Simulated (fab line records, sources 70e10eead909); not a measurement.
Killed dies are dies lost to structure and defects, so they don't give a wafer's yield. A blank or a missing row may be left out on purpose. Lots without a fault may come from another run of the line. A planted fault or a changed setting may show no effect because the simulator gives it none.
Chamber matching | flow nand_harc | NHARC_A_BONDPAD_DEP_00 on pecvd-02: 3 sister chambers
The step deposits SiCN, target thk 250 nm. 3 wafers are shown with their chamber, then 10 later ones without.

WAFERS WITH THEIR CHAMBER
wafer  | chamber | showerhead_vpp_V (V)
L840.3 | 2       | 1330
L842.1 | 1       | 1224
L842.2 | 0       | 1226

WAFERS WITHOUT THEIR CHAMBER
wafer  | showerhead_vpp_V (V)
L842.4 | 1213
L843.2 | 1317
L843.3 | 1229
L843.6 | 1311
L845.1 | 1336
L845.5 | 1332
L845.6 | 1239
L847.3 | 1247
L847.4 | 1245
L847.5 | 1246

WHICH CHAMBER EACH WENT THROUGH
wafer  | from the rows above     | in truth
L842.4 | can't be placed: 1 or 0 | 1
L843.2 | 2                       | 2
L843.3 | can't be placed: 0 or 1 | 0
L843.6 | 2                       | 2
L845.1 | 2                       | 2
L845.5 | 2                       | 2
L845.6 | can't be placed: 0 or 1 | 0
L847.3 | can't be placed: 0 or 1 | 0
L847.4 | can't be placed: 0 or 1 | 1
L847.5 | can't be placed: 0 or 1 | 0
Placed correctly: 4 of 10. Can't be placed from these rows: 6 (the true chamber is among the candidates in 6). Placed wrongly: 0.
How it was worked out, from the rows above alone: a wafer's distance from a chamber is the root of the sum, over the readings, of the square of ((its reading less the chamber's mean) divided by the reading's scatter). The wafer belongs to the nearest chamber; if the next one is less than 2 further off, it can't be placed. A chamber's mean is the mean of its shown wafers. The scatter: with one shown wafer a chamber, the root of the mean of the squares of how far each hidden wafer lies from its nearest shown one.
